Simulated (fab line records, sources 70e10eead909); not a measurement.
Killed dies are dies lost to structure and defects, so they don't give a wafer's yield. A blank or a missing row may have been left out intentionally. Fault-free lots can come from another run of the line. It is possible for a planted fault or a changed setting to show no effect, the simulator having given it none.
Chamber matching || flow nandHarc || 4 sister chambers for NHARC_A_STAIRCASE_TRIM_12 on rieDiel-11
The step chemistry O2, time 211.2 s. 24 wafers are shown with their chamber, then 12 later ones without.

WAFERS, EACH WITH ITS CHAMBER
{"wafer": "L079.2", "chamber": 2, "showerheadPlenumPTorr (Torr)": 3.64, "drypumpMotorCurrentA (A)": 5.4, "oesProductAu (a.u.)": 1.022}
{"wafer": "L079.5", "chamber": 2, "showerheadPlenumPTorr (Torr)": 3.64, "drypumpMotorCurrentA (A)": 5.4, "oesProductAu (a.u.)": 0.998}
{"wafer": "L079.6", "chamber": 3, "showerheadPlenumPTorr (Torr)": 3.28, "drypumpMotorCurrentA (A)": 5.4, "oesProductAu (a.u.)": 1.010}
{"wafer": "L076.1", "chamber": 1, "showerheadPlenumPTorr (Torr)": 3.41, "drypumpMotorCurrentA (A)": 5.5, "oesProductAu (a.u.)": 0.999}
{"wafer": "L076.3", "chamber": 3, "showerheadPlenumPTorr (Torr)": 3.28, "drypumpMotorCurrentA (A)": 5.5, "oesProductAu (a.u.)": 1.010}
{"wafer": "L076.4", "chamber": 2, "showerheadPlenumPTorr (Torr)": 3.64, "drypumpMotorCurrentA (A)": 5.4, "oesProductAu (a.u.)": 1.006}
{"wafer": "L083.1", "chamber": 1, "showerheadPlenumPTorr (Torr)": 3.40, "drypumpMotorCurrentA (A)": 5.5, "oesProductAu (a.u.)": 0.996}
{"wafer": "L083.2", "chamber": 2, "showerheadPlenumPTorr (Torr)": 3.63, "drypumpMotorCurrentA (A)": 5.4, "oesProductAu (a.u.)": 1.005}
{"wafer": "L083.5", "chamber": 1, "showerheadPlenumPTorr (Torr)": 3.40, "drypumpMotorCurrentA (A)": 5.5, "oesProductAu (a.u.)": 0.994}
{"wafer": "L080.3", "chamber": 1, "showerheadPlenumPTorr (Torr)": 3.40, "drypumpMotorCurrentA (A)": 5.5, "oesProductAu (a.u.)": 1.006}
{"wafer": "L080.5", "chamber": 3, "showerheadPlenumPTorr (Torr)": 3.28, "drypumpMotorCurrentA (A)": 5.5, "oesProductAu (a.u.)": 1.004}
{"wafer": "L080.6", "chamber": 2, "showerheadPlenumPTorr (Torr)": 3.63, "drypumpMotorCurrentA (A)": 5.4, "oesProductAu (a.u.)": 1.007}
{"wafer": "L081.2", "chamber": 2, "showerheadPlenumPTorr (Torr)": 3.63, "drypumpMotorCurrentA (A)": 5.4, "oesProductAu (a.u.)": 1.002}
{"wafer": "L081.4", "chamber": 0, "showerheadPlenumPTorr (Torr)": 3.58, "drypumpMotorCurrentA (A)": 6.5, "oesProductAu (a.u.)": 1.008}
{"wafer": "L081.6", "chamber": 3, "showerheadPlenumPTorr (Torr)": 3.28, "drypumpMotorCurrentA (A)": 5.4, "oesProductAu (a.u.)": 1.002}
{"wafer": "L085.1", "chamber": 1, "showerheadPlenumPTorr (Torr)": 3.40, "drypumpMotorCurrentA (A)": 5.5, "oesProductAu (a.u.)": 1.005}
{"wafer": "L085.3", "chamber": 2, "showerheadPlenumPTorr (Torr)": 3.63, "drypumpMotorCurrentA (A)": 5.4, "oesProductAu (a.u.)": 1.003}
{"wafer": "L085.6", "chamber": 2, "showerheadPlenumPTorr (Torr)": 3.63, "drypumpMotorCurrentA (A)": 5.4, "oesProductAu (a.u.)": 1.004}
{"wafer": "L092.1", "chamber": 2, "showerheadPlenumPTorr (Torr)": 3.62, "drypumpMotorCurrentA (A)": 5.4, "oesProductAu (a.u.)": 1.002}
{"wafer": "L092.5", "chamber": 2, "showerheadPlenumPTorr (Torr)": 3.62, "drypumpMotorCurrentA (A)": 5.4, "oesProductAu (a.u.)": 1.010}
{"wafer": "L092.6", "chamber": 3, "showerheadPlenumPTorr (Torr)": 3.27, "drypumpMotorCurrentA (A)": 5.4, "oesProductAu (a.u.)": 1.008}
{"wafer": "L092.2", "chamber": 0, "showerheadPlenumPTorr (Torr)": 3.57, "drypumpMotorCurrentA (A)": 6.6, "oesProductAu (a.u.)": 1.008}
{"wafer": "L092.3", "chamber": 3, "showerheadPlenumPTorr (Torr)": 3.27, "drypumpMotorCurrentA (A)": 5.5, "oesProductAu (a.u.)": 1.008}
{"wafer": "L092.4", "chamber": 1, "showerheadPlenumPTorr (Torr)": 3.39, "drypumpMotorCurrentA (A)": 5.5, "oesProductAu (a.u.)": 1.004}

SIGNATURES (averages over the wafers above)
{"reading": "showerheadPlenumPTorr", "chamber 0": 3.5750, "chamber 1": 3.4000, "chamber 2": 3.6310, "chamber 3": 3.2767, "scatter within a chamber": 0.00661}
{"reading": "drypumpMotorCurrentA", "chamber 0": 6.550, "chamber 1": 5.500, "chamber 2": 5.400, "chamber 3": 5.450, "scatter within a chamber": 0.0316}
{"reading": "oesProductAu", "chamber 0": 1.00800, "chamber 1": 1.00067, "chamber 2": 1.00590, "chamber 3": 1.00700, "scatter within a chamber": 0.00531}
Rule: for a wafer and a chamber, the distance is found by dividing, reading by reading, the gap between the wafer's reading and the chamber's mean by the reading's scatter, squaring, summing and taking the root. The wafer belongs to the nearest chamber; if the next one is less than 2 further off, it can't be placed. The scatter: take each reading less its chamber's mean, square it, sum over the shown wafers, divide by the number of wafers less the number of chambers, and take the root.

WAFERS WITH NO CHAMBER GIVEN
{"wafer": "L088.1", "showerheadPlenumPTorr (Torr)": 3.57, "drypumpMotorCurrentA (A)": 6.5, "oesProductAu (a.u.)": 1.012}
{"wafer": "L088.4", "showerheadPlenumPTorr (Torr)": 3.27, "drypumpMotorCurrentA (A)": 5.4, "oesProductAu (a.u.)": 1.013}
{"wafer": "L088.6", "showerheadPlenumPTorr (Torr)": 3.57, "drypumpMotorCurrentA (A)": 6.6, "oesProductAu (a.u.)": 1.007}
{"wafer": "L088.2", "showerheadPlenumPTorr (Torr)": 3.39, "drypumpMotorCurrentA (A)": 5.5, "oesProductAu (a.u.)": 1.001}
{"wafer": "L088.3", "showerheadPlenumPTorr (Torr)": 3.62, "drypumpMotorCurrentA (A)": 5.4, "oesProductAu (a.u.)": 1.004}
{"wafer": "L088.5", "showerheadPlenumPTorr (Torr)": 3.39, "drypumpMotorCurrentA (A)": 5.5, "oesProductAu (a.u.)": 1.005}
{"wafer": "L093.1", "showerheadPlenumPTorr (Torr)": 3.57, "drypumpMotorCurrentA (A)": 6.6, "oesProductAu (a.u.)": 1.004}
{"wafer": "L093.3", "showerheadPlenumPTorr (Torr)": 3.39, "drypumpMotorCurrentA (A)": 5.5, "oesProductAu (a.u.)": 1.001}
{"wafer": "L093.6", "showerheadPlenumPTorr (Torr)": 3.39, "drypumpMotorCurrentA (A)": 5.5, "oesProductAu (a.u.)": 1.000}
{"wafer": "L097.2", "showerheadPlenumPTorr (Torr)": 3.62, "drypumpMotorCurrentA (A)": 5.4, "oesProductAu (a.u.)": 1.006}
{"wafer": "L097.4", "showerheadPlenumPTorr (Torr)": 3.26, "drypumpMotorCurrentA (A)": 5.4, "oesProductAu (a.u.)": 1.002}
{"wafer": "L097.5", "showerheadPlenumPTorr (Torr)": 3.39, "drypumpMotorCurrentA (A)": 5.5, "oesProductAu (a.u.)": 0.995}

WHICH CHAMBER EACH WENT THROUGH
{"wafer": "L088.1", "from the rows above": 0, "in truth": 0}
{"wafer": "L088.4", "from the rows above": 3, "in truth": 3}
{"wafer": "L088.6", "from the rows above": 0, "in truth": 0}
{"wafer": "L088.2", "from the rows above": 1, "in truth": 1}
{"wafer": "L088.3", "from the rows above": 2, "in truth": 2}
{"wafer": "L088.5", "from the rows above": 1, "in truth": 1}
{"wafer": "L093.1", "from the rows above": 0, "in truth": 0}
{"wafer": "L093.3", "from the rows above": 1, "in truth": 1}
{"wafer": "L093.6", "from the rows above": 1, "in truth": 1}
{"wafer": "L097.2", "from the rows above": 2, "in truth": 2}
{"wafer": "L097.4", "from the rows above": 3, "in truth": 3}
{"wafer": "L097.5", "from the rows above": 1, "in truth": 1}
Placed correctly: 12 of 12. Not placeable from these rows: 0. 0 placed wrongly.
